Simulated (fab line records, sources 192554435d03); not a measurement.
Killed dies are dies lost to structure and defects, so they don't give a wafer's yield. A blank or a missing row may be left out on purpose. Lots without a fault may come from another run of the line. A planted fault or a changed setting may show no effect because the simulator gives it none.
fab line records | flow n5_finfet
record lots=7 wafers=21
route steps=1938 shown BEOL_M10@1470 BEOL_M11@1575 BEOL_M12@1648 BEOL_M13@1694 BEOL_M15@1776
start_h: hours from the record's first day to the start of the lot's first wafer shown | wait_h: hours since the lot's step before | " the same as in the row above | L1.1+2: a row that stands for several wafers | - no value, or no start given | * or withheld: withheld | < > ~ a bound
route shown NAME@n: a module of which the file shows steps, and the number in the route of the first | usual: mean/standard deviation of fault-free wafers | same: alike in all rows | chamber/n: place in a boat | sites: the reading at each site | _std_site: their standard deviation | _edge_site: outer sites' mean less inner sites' | radius_mm: how far each site lies from the wafer's centre | mask NAME#n: copy n | behind: the tool/chamber that last shaped the wafer | hold: why the lot was held/for how many hours/how that ended | device: the transistor (n, p or np) that didn't switch | end of line: the same wafers' tests at the end of the route | a step without rows: its recipe alone | killed: dies lost to structure and defects at the first sort, not the wafer's yield | map: a wafer's dies, x killed, . not, _ none there
set.NAME: the setting as run; set.NAME@STEP: as run at that earlier step | model.NAME: the simulator's own value behind a step, which no gauge read
lots whose settings were changed on purpose; a table a step, a row a wafer
## steps
# step N5_BEOL_M10_ILD_DEP_00
# recipe material=SiCOH_lowk target_thk_a=3085.1 temp_c=300 precursor=DEMS/porogen pressure_torr=5 rf_w=500 time_s=58
# columns lot.wafer tool chamber start_h wait_h set.time_s model.SiCOH_lowk_of_BEOL_M10_ILD_DEP_00.thk_nm
L076.1 pecvd-01 1 230.47 0.0 58 303.4
L076.2 " 0 " " 58 301.2
L076.6 " 2 " " 55.43 299
L074.3 pecvd-03 2 230.99 0.0 62.94 335.2
L074.4 " 0 " " 62.94 338.8
L074.6 " 2 " " 62.94 339.6
L078.1 pecvd-03 2 261.57 0.0 58 314.8
L078.3 " 1 " " 58 305.8
L078.5 " 2 " " 58 312
L086.3 pecvd-01 2 298.31 0.0 58 311
L086.4 " 2 " " 58 316.6
L086.5 " 1 " " 50.99 275
L095.4 pecvd-01 0 344.56 0.1 58 308.6
L095.5 " 2 " " 58 314.6
L095.6 " 1 " " 51.37 272.6
L093.4 pecvd-02 1 346.10 0.1 58 312.8
L093.5 " 0 " " 53.86 286.4
L093.6 " 2 " " 58 308
L097.1 pecvd-01 0 365.23 0.0 54.14 282.8
L097.3 " 2 " " 54.14 287.6
L097.6 " 1 " " 58 305.2
# step N5_BEOL_M10_CURE_71
# recipe temp_c=385 time_s=240 ambient=He/Ar material=SiCOH_lowk
# columns lot.wafer tool chamber start_h wait_h set.time_s@BEOL_M10_ILD_DEP_00 model.SiCOH_lowk_of_BEOL_M10_ILD_DEP_00.thk_nm
L076.1 uv_cure-03 2 230.55 0.0 58 263.4
L076.2 " 2 " " 58 261.6
L076.6 " 2 " " 55.43 259.6
L074.3 uv_cure-01 0 231.23 0.2 62.94 291.6
L074.4 " 0 " " 62.94 294.8
L074.6 " 0 " " 62.94 295.6
L078.1 uv_cure-01 0 261.65 0.0 58 273.6
L078.3 " 0 " " 58 265.6
L078.5 " 0 " " 58 271.2
L086.3 uv_cure-03 2 298.55 0.2 58 270.2
L086.4 " 2 " " 58 275.2
L086.5 " 2 " " 50.99 238.4
L095.4 uv_cure-01 1 344.85 0.3 58 268.2
L095.5 " 1 " " 58 273.4
L095.6 " 1 " " 51.37 236.2
L093.4 uv_cure-02 1 346.39 0.3 58 271.8
L093.5 " 1 " " 53.86 248.6
L093.6 " 1 " " 58 267.6
L097.1 uv_cure-01 1 365.31 0.0 54.14 245.2
L097.3 " 1 " " 54.14 249.6
L097.6 " 1 " " 58 265
# step N5_BEOL_M10_THK_MEAS_01
# recipe reads=SiCOH_lowk_of_BEOL_M10_ILD_DEP_00
# usual M10_ILD_THK=268/3.3
# columns lot.wafer tool chamber start_h wait_h set.time_s@BEOL_M10_ILD_DEP_00 M10_ILD_THK[nm]
L076.1 film_metro-02 - 231.06 0.4 58 264
L076.2 " - " " 58 262
L076.6 " - " " 55.43 259
L074.3 film_metro-02 - 231.58 0.3 62.94 292
L074.4 " - " " 62.94 295
L074.6 " - " " 62.94 296
L078.1 film_metro-02 - 262.17 0.4 58 274
L078.3 " - " " 58 266
L078.5 " - " " 58 271
L086.3 film_metro-02 - 298.91 0.3 58 270
L086.4 " - " " 58 275
L086.5 " - " " 50.99 238
L095.4 film_metro-02 - 345.12 0.2 58 268
L095.5 " - " " 58 274
L095.6 " - " " 51.37 236
L093.4 film_metro-02 - 346.67 0.2 58 272
L093.5 " - " " 53.86 248
L093.6 " - " " 58 268
L097.1 film_metro-01 - 366.30 0.8 54.14 245
L097.3 " - " " 54.14 249
L097.6 " - " " 58 265
# step N5_BEOL_M10_COAT_22
# recipe resist=CAR-ArF spin_rpm=1500 resist_thk_nm=90
# columns lot.wafer tool chamber start_h wait_h set.spin_rpm model.CAR-ArF_of_BEOL_M10_COAT_22.thk_nm
L076.1+2 litho_track-02 0 - - 1500 90.6
L076.6 " 0 " " 1500 90.4
L074.3 litho_track-02 0 - - 1500 90.2
L074.4+6 " 0 " " 1356 94.8
L078.1+3 litho_track-05 0 - - 1500 89.8
L078.5 " 0 " " 1500 90
L086.3 litho_track-02 0 - - 1500 89.8
L086.4+5 " 0 " " 1608 86.6
L095.4 litho_track-05 0 - - 1500 89.6
L095.5+6 " 0 " " 1500 89.8
L093.4+5 litho_track-02 0 - - 1500 89.8
L093.6 " 0 " " 1588 87.2
L097.1 litho_track-02 0 - - 1667 85.2
L097.3 " 0 " " 1667 85.4
L097.6 " 0 " " 1500 89.8
# step N5_BEOL_M10_PEB_26
# recipe peb_temp_c=withheld peb_time_s=60 resist=CAR-ArF
# columns lot.wafer tool chamber start_h wait_h set.peb_time_s
L076.1+6 litho_track-02 0 234.45 0.1 60
L076.2 " 0 " " 69.92
L074.3+4+6 litho_track-01 0 238.26 0.0 60
L078.1+3+5 litho_track-01 0 266.50 0.1 60
L086.3+4+5 litho_track-05 0 304.82 0.0 60
L095.4+5+6 litho_track-02 0 346.53 0.0 60
L093.4+6 litho_track-05 0 350.59 0.0 60
L093.5 " 0 " " 64.39
L097.1+6 litho_track-02 0 371.37 0.1 60
L097.3 " 0 " " 71.23
# step N5_BEOL_M10_DEVELOP_27
# recipe develop_time_s=30 developer=TMAH resist=CAR-ArF rinse_liquid=diw dry=air_spin dev_temp_c=23
# columns lot.wafer tool chamber start_h wait_h set.spin_rpm@BEOL_M10_COAT_22 model.CAR-ArF_of_BEOL_M10_COAT_22.thk_nm
L076.1 litho_track-02 0 - - 1500 89
L076.2+6 " 0 " " 1500 88.8
L074.3 litho_track-01 0 - - 1500 88.6
L074.4+6 " 0 " " 1356 93.2
L078.1+3+5 litho_track-01 0 - - 1500 88.2
L086.3 litho_track-05 0 - - 1500 88
L086.4+5 " 0 " " 1608 84.8
L095.4 litho_track-02 0 - - 1500 87.8
L095.5+6 " 0 " " 1500 88
L093.4+5 litho_track-05 0 - - 1500 88
L093.6 " 0 " " 1588 85.4
L097.1 litho_track-02 0 - - 1667 83.4
L097.3 " 0 " " 1667 83.8
L097.6 " 0 " " 1500 88
# step N5_BEOL_M10_CD_MEAS_28
# recipe target_cd_nm=70 landing_energy_ev=500 detector=se_inlens polarity=opening
# usual cd_nm=70.3/0.98
# columns lot.wafer tool chamber start_h wait_h set.peb_time_s@BEOL_M10_PEB_26 cd_nm
L076.1 cd_sem-02 0 234.52 - 60 71.2
L076.2 " 0 " " 69.92 77.0
L076.6 " 0 " " 60 70.0
L074.3 cd_sem-02 0 238.33 - 60 68.7
L074.4 " 0 " " 60 68.7
L074.6 " 0 " " 60 69.7
L078.1 cd_sem-02 0 266.56 - 60 70.5
L078.3 " 0 " " 60 69.8
L078.5 " 0 " " 60 69.3
L086.3 cd_sem-02 0 304.89 - 60 69.9
L086.4 " 0 " " 60 70.2
L086.5 " 0 " " 60 70.9
L095.4 cd_sem-02 0 346.59 - 60 69.8
L095.5 " 0 " " 60 70.8
L095.6 " 0 " " 60 69.7
L093.4 cd_sem-02 0 350.66 - 60 72.4
L093.5 " 0 " " 64.39 74.7
L093.6 " 0 " " 60 72.6
L097.1 cd_sem-03 0 371.44 - 60 71.0
L097.3 " 0 " " 71.23 79.2
L097.6 " 0 " " 60 71.2
# step N5_BEOL_M10_DESCUM_33
# recipe chemistry=O2 time_s=7.9 source_power_w=50 bias_power_w=20 pressure_mtorr=20 rf_frequency_hz=2.712e+07 temp_c=40 resist=CAR-ArF o2_flow_sccm=225
# step N5_BEOL_M10_ETCH_65
# recipe chemistry=CF4 target=SiARC target_depth_a=390 mask_material=CAR-ArF time_s=65 ion_energy_ev=80 pressure_mtorr=40 source_w=545 bias_w=36 Ar_flow_sccm=100 cf4_flow_sccm=100 ends=cleared
# columns lot.wafer tool chamber start_h wait_h set.spin_rpm@BEOL_M10_COAT_22 model.CAR-ArF_of_BEOL_M10_COAT_22.thk_nm
L076.1 rie_diel-04 0 234.90 0.0 1500 56.2
L076.2+6 " 1,2 " " 1500 56
L074.3 rie_diel-01 2 238.45 0.0 1500 55.6
L074.4+6 " 0,2 " " 1356 60.2
L078.1+3+5 rie_diel-02 0,1,0 266.69 0.0 1500 55.6
L086.3 rie_diel-02 0 305.12 0.0 1500 55.4
L086.4+5 " 2,0 " " 1608 52
L095.4+5 rie_diel-04 1,2 346.71 0.0 1500 55.2
L095.6 " 3 " " 1500 55.4
L093.4+5 rie_diel-04 3,2 351.23 0.0 1500 55.2
L093.6 " 1 " " 1588 52.6
L097.1 rie_diel-01 0 371.56 0.0 1667 50.8
L097.3 " 3 " " 1667 51
L097.6 " 3 " " 1500 55.6
# step N5_BEOL_M11_VIA_ETCH_34
# recipe chemistry=C4F6/O2 target=SiCOH_lowk target_depth_a=1845 mask_material=SOC taper_deg=4 time_s=69.2 ion_energy_ev=250 pressure_mtorr=30 source_w=345 bias_w=185 Ar_flow_sccm=300 C4F6_flow_sccm=10 O2_flow_sccm=10
# columns lot.wafer tool chamber start_h wait_h set.time_s model.etch.depth_nm model.SOC_of_BEOL_M11_COAT_63.thk_nm
L076.1 rie_diel-03 3 242.67 0.0 69.2 187.3 91.6
L076.2 " 2 " " 81.48 207.6 90.8
L076.6 " 1 " " 69.2 183.6 91.8
L074.3 rie_diel-06 1 245.28 0.0 56.21 153.6 93.6
L074.4 " 0 " " 56.21 152.5 93.4
L074.6 " 1 " " 69.2 187.3 92
L078.1 rie_diel-06 0 274.90 0.0 69.2 188.5 91.2
L078.3 " 3 " " 69.2 184 91.8
L078.5 " 3 " " 69.2 180.8 92
L086.3 rie_diel-05 3 314.75 0.0 61.37 164.1 93.4
L086.4 " 0 " " 61.37 167.4 93
L086.5 " 2 " " 69.2 192.5 92
L095.4 rie_diel-05 2 354.42 0.0 58.89 162.6 92.8
L095.5 " 0 " " 69.2 187.1 92
L095.6 " 1 " " 58.89 158.7 92.8
L093.4 rie_diel-05 1 361.86 0.0 56.69 153.5 92.8
L093.5 " 1 " " 56.69 153.6 93.2
L093.6 " 0 " " 56.69 154.4 93
L097.1 rie_diel-06 2 377.82 0.0 63.27 165.1 92.2
L097.3 " 1 " " 63.27 169.9 92.2
L097.6 " 3 " " 63.27 164.5 92.6
# step N5_BEOL_M11_TRENCH_ETCH_37
# recipe chemistry=C4F6/O2 target_depth_a=1488.3 target=SiCOH_lowk time_s=48 ion_energy_ev=250 pressure_mtorr=30 source_w=345 bias_w=185 Ar_flow_sccm=300 C4F6_flow_sccm=10 O2_flow_sccm=10
# columns lot.wafer tool chamber start_h wait_h set.time_s model.BEOL_M11.feature_depth_nm model.etch.depth_nm model.TiN_of_BEOL_M11_HM_DEP_02.thk_nm
L076.1 rie_diel-03 3 - - 52.53 167.2 167.2 15.4
L076.2 " 2 " " 48 144.8 144.9 16
L076.6 " 1 " " 52.53 164 164 15.4
L074.3 rie_diel-06 1 - - 48 153.4 153.5 16
L074.4 " 0 " " 48 152 151.9 16
L074.6 " 1 " " 48 152.6 152.6 16
L078.1 rie_diel-06 0 - - 48 152.4 152.4 15.8
L078.3 " 3 " " 48 146.4 146.3 16
L078.5 " 3 " " 48 147 146.9 16
L086.3 rie_diel-05 3 - - 52.07 160.6 160.6 15.2
L086.4 " 0 " " 48 151 151 15.8
L086.5 " 2 " " 48 154.4 154.4 16
L095.4 rie_diel-05 2 - - 48 154.2 154.1 15.8
L095.5 " 0 " " 53.14 168.2 168.1 15.6
L095.6 " 1 " " 53.14 169.8 169.8 15.4
L093.4 rie_diel-05 1 - - 40.94 129 128.9 16.4
L093.5 " 1 " " 48 151.4 151.3 15.8
L093.6 " 0 " " 40.94 127.4 127.4 16.6
L097.1 rie_diel-06 2 - - 48 147.6 147.6 16.4
L097.3 " 1 " " 56.34 180.4 180.4 15.4
L097.6 " 3 " " 56.34 171.4 171.3 15.8
# step N5_BEOL_M11_ETCH_41
# recipe chemistry=CH3F/O2 target=SiCN target_depth_a=426 taper_deg=2 time_s=86 ion_energy_ev=120 mask_material=TiN pressure_mtorr=30 source_w=395 bias_w=75 Ar_flow_sccm=150 CH3F_flow_sccm=30 O2_flow_sccm=20
# step N5_BEOL_M11_STRIP_77
# recipe chemistry=N2/H2 time_s=10 power_w=450 temp_c=40 pressure_mtorr=20 rf_frequency_hz=6e+07 bias_power_w=7 n2_flow_sccm=200 h2_flow_sccm=200
# step N5_BEOL_M11_OCD_MEAS_38
# usual trench_depth_nm=150/3
# columns lot.wafer tool chamber start_h wait_h set.time_s@BEOL_M11_TRENCH_ETCH_37 trench_depth_nm
L076.1 ocd-02 - 242.95 - 52.53 168
L076.2 " - " " 48 145
L076.6 " - " " 52.53 164
L074.3 ocd-02 - 245.57 - 48 153
L074.4 " - " " 48 152
L074.6 " - " " 48 152
L078.1 ocd-02 - 275.18 - 48 152
L078.3 " - " " 48 147
L078.5 " - " " 48 147
L086.3 ocd-01 - 315.04 - 52.07 160
L086.4 " - " " 48 151
L086.5 " - " " 48 154
L095.4 ocd-02 - 354.71 - 48 154
L095.5 " - " " 53.14 168
L095.6 " - " " 53.14 170
L093.4 ocd-01 - 362.14 - 40.94 129
L093.5 " - " " 48 151
L093.6 " - " " 40.94 128
L097.1 ocd-02 - 378.10 - 48 148
L097.3 " - " " 56.34 180
L097.6 " - " " 56.34 171
# step N5_BEOL_M11_HM_STRIP_39
# recipe chemistry=peroxide_tin_strip material=TiN target_depth_a=250 temp_c=50 time_s=158
# step N5_BEOL_M11_SRD_40
# recipe time_s=30 temp_c=23 rinse_liquid=diw dry=ipa_marangoni
# step N5_BEOL_M11_ECD_50
# recipe material=Cu target_thk_a=3180
# step N5_BEOL_M11_ANNEAL_51
# recipe temp_c=225 time_s=90 ambient=N2
# step N5_BEOL_M11_CMP_52
# recipe stop_on=SiCOH_lowk t_overpolish_s=7 down_force_psi=1 platen_rpm=50 clearing_platen_down_force_psi=1.5 clearing_platen_rpm=50 post_cmp_clean=cu_alkaline target_thk_nm=140 clearing_platen_pad_velocity_m_s=0.99484 pad_velocity_m_s=0.99484
# columns lot.wafer tool chamber start_h wait_h set.time_s@BEOL_M11_TRENCH_ETCH_37 model.Cu_of_BEOL_M11_ECD_50.thk_nm
L076.2 cmp-04 3 246.53 0.2 48 135
L076.1 " 1 " " 52.53 157.2
L076.6 " 2 " " 52.53 152.6
L074.3 cmp-04 3 247.37 0.2 48 144.2
L074.4+6 " 0 " " 48 142.6
L078.3 cmp-01 0 278.63 0.2 48 138.6
L078.1 " 1 " " 48 142.8
L078.5 " 3 " " 48 138
L086.3 cmp-04 3 318.34 0.2 52.07 152.4
L086.4 " 0 " " 48 142.4
L086.5 " 3 " " 48 146
L095.4 cmp-04 2 356.74 0.2 48 145.4
L095.5 " 3 " " 53.14 159.8
L095.6 " 0 " " 53.14 161
L093.4 cmp-04 3 365.14 0.2 40.94 120.4
L093.5 " 0 " " 48 141.4
L093.6 " 1 " " 40.94 118.6
L097.1 cmp-01 0 382.59 0.3 48 139.6
L097.3 " 1 " " 56.34 171.2
L097.6 " 2 " " 56.34 162.8
# step N5_BEOL_M11_THK_MEAS_53
# recipe thk_meas_gauge=xrf reads=Cu_of_BEOL_M11_ECD_50
# usual M11_THK=142/3
# columns lot.wafer tool chamber start_h wait_h set.time_s@BEOL_M11_TRENCH_ETCH_37 M11_THK[nm]
L076.1 film_metro-01 - 246.78 - 52.53 158
L076.2 " - " " 48 136
L076.6 " - " " 52.53 154
L074.3 film_metro-02 - 247.67 - 48 147
L074.4 " - " " 48 145
L074.6 " - " " 48 146
L078.1 film_metro-02 - 278.88 - 48 144
L078.3 " - " " 48 140
L078.5 " - " " 48 139
L086.3 film_metro-01 - 318.60 - 52.07 153
L086.4 " - " " 48 143
L086.5 " - " " 48 146
L095.4 film_metro-02 - 356.92 - 48 147
L095.5 " - " " 53.14 162
L095.6 " - " " 53.14 163
L093.4 film_metro-01 - 365.32 - 40.94 121
L093.5 " - " " 48 141
L093.6 " - " " 40.94 119
L097.1 film_metro-01 - 382.81 - 48 141
L097.3 " - " " 56.34 172
L097.6 " - " " 56.34 164
# step N5_BEOL_M11_PRE_CLEAN_55
# recipe gas=NH3 time_s=15 temp_c=withheld rf_power_w=300
# step N5_BEOL_M11_DEP_56
# recipe material=SiCN target_thk_a=300 temp_c=withheld precursor=3MS/NH3 pressure_torr=3 rf_w=675 time_s=10.5
# step N5_BEOL_M11_RS_MEAS_57
# recipe thk_meas_gauge=four-point-probe reads=Cu_of_BEOL_M11_ECD_50+Co_of_BEOL_M11_CVD_75+TaN_of_BEOL_M11_ALD_74
# usual M11_RS=0.150/0.0035
# columns lot.wafer tool chamber start_h wait_h set.time_s@BEOL_M11_TRENCH_ETCH_37 M11_RS[ohm/sq]
L076.1 film_metro-01 - 246.92 0.1 52.53 0.133
L076.2 " - " " 48 0.157
L076.6 " - " " 52.53 0.137
L074.3 film_metro-02 - 247.79 0.0 48 0.146
L074.4 " - " " 48 0.148
L074.6 " - " " 48 0.148
L078.1 film_metro-02 - 279.03 0.1 48 0.148
L078.3 " - " " 48 0.152
L078.5 " - " " 48 0.153
L086.3 film_metro-01 - 318.73 0.0 52.07 0.137
L086.4 " - " " 48 0.148
L086.5 " - " " 48 0.144
L095.4 film_metro-02 - 357.05 0.0 48 0.145
L095.5 " - " " 53.14 0.131
L095.6 " - " " 53.14 0.129
L093.4 film_metro-02 - 365.44 0.0 40.94 0.179
L093.5 " - " " 48 0.149
L093.6 " - " " 40.94 0.181
L097.1 film_metro-01 - 382.94 0.0 48 0.151
L097.3 " - " " 56.34 0.121
L097.6 " - " " 56.34 0.127
# step N5_BEOL_M12_SPUTTER_43
# recipe material=TaN target_thk_a=150 temp_c=50 bias_v=168.6 power_w=15000 chamber_pressure_pa=0.12 time_s=24.19
# columns lot.wafer tool chamber start_h wait_h set.time_s model.TaN_of_BEOL_M12_SPUTTER_43.thk_nm
L076.1 pvd_sputter-02 - 249.71 0.0 24.19 15.2
L076.2 " - " " 24.19 15
L076.6 " - " " 25.24 15.6
L074.3 pvd_sputter-02 - 252.21 0.0 24.19 15
L074.4 " - " " 24.19 15.2
L074.6 " - " " 27.56 16.8
L078.1 pvd_sputter-02 - 284.40 0.0 24.19 15.2
L078.3 " - " " 24.19 15
L078.5 " - " " 24.19 14.8
L086.3 pvd_sputter-03 - 322.17 0.0 27.08 16.8
L086.4 " - " " 24.19 14.8
L086.5 " - " " 27.08 16.4
L095.4 pvd_sputter-02 - 361.33 0.0 27.53 16.8
L095.5 " - " " 27.53 17
L095.6 " - " " 24.19 14.8
L093.4+6 pvd_sputter-03 - 369.79 0.0 24.19 14.8
L093.5 " - " " 20.65 13
L097.1+3 pvd_sputter-01 - 387.40 0.0 24.19 14.6
L097.6 " - " " 27.5 16.6
# step N5_BEOL_M13_ETCH_68
# recipe chemistry=N2/H2 target=SOC mask_material=SiARC source_w=3000 bias_w=350 temp_c=40 time_s=355 ion_energy_ev=200 pressure_mtorr=30 n2_flow_sccm=200 h2_flow_sccm=200
# columns lot.wafer tool chamber start_h wait_h set.time_s model.SiARC_of_BEOL_M13_COAT_66.thk_nm
L076.1 rie_diel-05 1 252.99 0.1 355 75.8
L076.2 " 3 " " 355 76.6
L076.6 " 2 " " 355 76.8
L074.3 rie_diel-05 1 255.23 0.1 355 75.8
L074.4 " 2 " " 383.8 73.8
L074.6 " 2 " " 355 76.8
L078.1 rie_diel-05 2 287.52 0.1 355 75.6
L078.3 " 1 " " 355 75.8
L078.5 " 3 " " 355 76.4
L086.3 rie_diel-06 3 325.31 0.1 355 78.4
L086.4 " 1 " " 355 76.4
L086.5 " 0 " " 355 76.8
L095.4 rie_diel-05 3 364.34 0.1 355 77.2
L095.5 " 0 " " 355 77
L095.6 " 3 " " 355 77.4
L093.4 rie_diel-03 3 373.63 0.1 355 76.2
L093.5 " 2 " " 355 77.4
L093.6 " 1 " " 355 76
L097.1 rie_diel-06 0 392.05 0.1 355 77
L097.3 " 3 " " 303.7 83
L097.6 " 3 " " 303.7 83.2
# step N5_BEOL_M15_COAT_04
# recipe spin_rpm=1704 resist_thk_nm=800
# columns lot.wafer tool chamber start_h wait_h set.spin_rpm model.coat_of_BEOL_M15_COAT_04.thk_nm
L076.1 litho_track-02 0 - - 1704 802
L076.2 " 0 " " 1615 825
L076.6 " 0 " " 1704 800.8
L074.3 litho_track-02 0 - - 1704 800.2
L074.4 " 0 " " 1894 761.4
L074.6 " 0 " " 1894 760.6
L078.1 litho_track-01 0 - - 1704 797.8
L078.3 " 0 " " 1704 797.6
L078.5 " 0 " " 1704 796
L086.3 litho_track-05 0 - - 1704 792
L086.4 " 0 " " 1704 791.4
L086.5 " 0 " " 1704 792.2
L095.4 litho_track-01 0 - - 1704 803.6
L095.5 " 0 " " 1585 833.4
L095.6 " 0 " " 1585 833.2
L093.4 litho_track-01 0 - - 1704 798.2
L093.5 " 0 " " 1704 795.6
L093.6 " 0 " " 1704 798
L097.1 litho_track-01 0 - - 1704 797.2
L097.3 " 0 " " 1520 846.8
L097.6 " 0 " " 1520 846.4
## key
split step=N5_BEOL_M10_ILD_DEP_00 setting=time_s stated=58 by=wafer
response step=N5_BEOL_M10_ILD_DEP_00 reading=model.SiCOH_lowk_of_BEOL_M10_ILD_DEP_00.thk_nm change=+3.15 per=1% r=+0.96
response step=N5_BEOL_M10_CURE_71 reading=model.SiCOH_lowk_of_BEOL_M10_ILD_DEP_00.thk_nm change=+2.78 per=1% r=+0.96
response step=N5_BEOL_M10_THK_MEAS_01 reading=M10_ILD_THK change=+2.79 per=1% r=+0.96
split step=N5_BEOL_M10_COAT_22 setting=spin_rpm stated=1500 by=wafer
response step=N5_BEOL_M10_COAT_22 reading=model.CAR-ArF_of_BEOL_M10_COAT_22.thk_nm change=-0.438 per=1% r=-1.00
response step=N5_BEOL_M10_DEVELOP_27 reading=model.CAR-ArF_of_BEOL_M10_COAT_22.thk_nm change=-0.435 per=1% r=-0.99
response step=N5_BEOL_M10_ETCH_65 reading=model.CAR-ArF_of_BEOL_M10_COAT_22.thk_nm change=-0.451 per=1% r=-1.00
split step=N5_BEOL_M10_PEB_26 setting=peb_time_s stated=60 by=wafer
response step=N5_BEOL_M10_CD_MEAS_28 reading=cd_nm change=+0.399 per=1% r=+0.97
split step=N5_BEOL_M11_VIA_ETCH_34 setting=time_s stated=69.2 by=wafer
response step=N5_BEOL_M11_VIA_ETCH_34 reading=model.etch.depth_nm change=+1.7 per=1% r=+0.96
response step=N5_BEOL_M11_VIA_ETCH_34 reading=model.SOC_of_BEOL_M11_COAT_63.thk_nm change=-0.0684 per=1% r=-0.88
split step=N5_BEOL_M11_TRENCH_ETCH_37 setting=time_s stated=48 by=wafer
response step=N5_BEOL_M11_TRENCH_ETCH_37 reading=model.BEOL_M11.feature_depth_nm change=+1.58 per=1% r=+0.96
response step=N5_BEOL_M11_TRENCH_ETCH_37 reading=model.etch.depth_nm change=+1.58 per=1% r=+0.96
response step=N5_BEOL_M11_TRENCH_ETCH_37 reading=model.TiN_of_BEOL_M11_HM_DEP_02.thk_nm change=-0.0491 per=1% r=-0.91
response step=N5_BEOL_M11_OCD_MEAS_38 reading=trench_depth_nm change=+1.57 per=1% r=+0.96
response step=N5_BEOL_M11_CMP_52 reading=model.Cu_of_BEOL_M11_ECD_50.thk_nm change=+1.53 per=1% r=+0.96
response step=N5_BEOL_M11_THK_MEAS_53 reading=M11_THK change=+1.51 per=1% r=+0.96
response step=N5_BEOL_M11_RS_MEAS_57 reading=M11_RS change=-0.0017 per=1% r=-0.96
split step=N5_BEOL_M12_SPUTTER_43 setting=time_s stated=24.19 by=wafer
response step=N5_BEOL_M12_SPUTTER_43 reading=model.TaN_of_BEOL_M12_SPUTTER_43.thk_nm change=+0.137 per=1% r=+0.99
split step=N5_BEOL_M13_ETCH_68 setting=time_s stated=355 by=wafer
response step=N5_BEOL_M13_ETCH_68 reading=model.SiARC_of_BEOL_M13_COAT_66.thk_nm change=-0.395 per=1% r=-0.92
split step=N5_BEOL_M15_COAT_04 setting=spin_rpm stated=1704 by=wafer
response step=N5_BEOL_M15_COAT_04 reading=model.coat_of_BEOL_M15_COAT_04.thk_nm change=-4.11 per=1% r=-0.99
